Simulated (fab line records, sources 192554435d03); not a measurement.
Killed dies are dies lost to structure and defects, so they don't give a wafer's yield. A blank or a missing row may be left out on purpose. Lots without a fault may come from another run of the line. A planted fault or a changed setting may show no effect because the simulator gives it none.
Chamber matching | flow n5_finfet | N5_MIM_TOP_ETCH_PECVD_03 on pecvd-03: 3 sister chambers
The step deposits SiNx from SiH4/NH3/N2, target thk 20 nm, time 17.6 s. 16 wafers are shown with their chamber, then 8 later ones without.

WAFERS WITH THEIR CHAMBER
wafer  | chamber | showerhead_plenum_p_Torr (Torr) | throttle_valve_pct (%) | heater_power_w (W)
L077.3 | 0       | 5.15                            | 40.3                   | 717
L077.4 | 0       | 5.15                            | 40.5                   | 723
L077.5 | 1       | 5.19                            | 40.7                   | 861
L086.1 | 1       | 5.17                            | 40.4                   | 854
L086.2 | 2       | 5.04                            | 37.7                   | 695
L086.6 | 1       | 5.18                            | 40.8                   | 837
L087.1 | 1       | 5.16                            | 40.6                   | 887
L087.5 | 1       | 5.16                            | 40.8                   | 875
L087.6 | 2       | 5.04                            | 37.8                   | 676
L089.3 | 0       | 5.14                            | 41.0                   | 653
L089.5 | 1       | 5.17                            | 40.4                   | 729
L089.6 | 0       | 5.13                            | 41.0                   | 665
L093.1 | 0       | 5.13                            | 40.8                   | 692
L093.2 | 1       | 5.17                            | 40.4                   | 784
L093.6 | 0       | 5.14                            | 40.8                   | 673
L090.1 | 1       | 5.17                            | 40.4                   | 862

SIGNATURES (means of the wafers above)
reading                  | chamber 0 | chamber 1 | chamber 2 | scatter within a chamber
showerhead_plenum_p_Torr | 5.1400    | 5.1712    | 5.0400    | 0.00915
throttle_valve_pct       | 40.733    | 40.562    | 37.750    | 0.221
heater_power_w           | 687.17    | 836.12    | 685.50    | 43.1
Rule: a wafer's distance from a chamber is the root of the sum, over the readings, of the square of ((its reading less the chamber's mean) divided by the reading's scatter). The wafer belongs to the nearest chamber; if the next one is less than 2 further off, it can't be placed. The scatter: the root of (the sum of the squares of (reading less its chamber's mean) over the shown wafers, divided by (wafers less chambers)).

WAFERS WITHOUT THEIR CHAMBER
wafer  | showerhead_plenum_p_Torr (Torr) | throttle_valve_pct (%) | heater_power_w (W)
L090.4 | 5.17                            | 40.6                   | 873
L090.5 | 5.14                            | 40.8                   | 735
L094.3 | 5.17                            | 40.5                   | 825
L094.4 | 5.17                            | 40.6                   | 843
L094.6 | 5.13                            | 40.9                   | 741
L096.1 | 5.17                            | 40.6                   | 875
L096.2 | 5.13                            | 41.1                   | 788
L096.4 | 5.05                            | 37.9                   | 790

WHICH CHAMBER EACH WENT THROUGH
wafer  | from the rows above | in truth
L090.4 | 1                   | 1
L090.5 | 0                   | 0
L094.3 | 1                   | 1
L094.4 | 1                   | 1
L094.6 | 0                   | 0
L096.1 | 1                   | 1
L096.2 | 0                   | 0
L096.4 | 2                   | 2
Placed correctly: 8 of 8. Can't be placed from these rows: 0. Placed wrongly: 0.
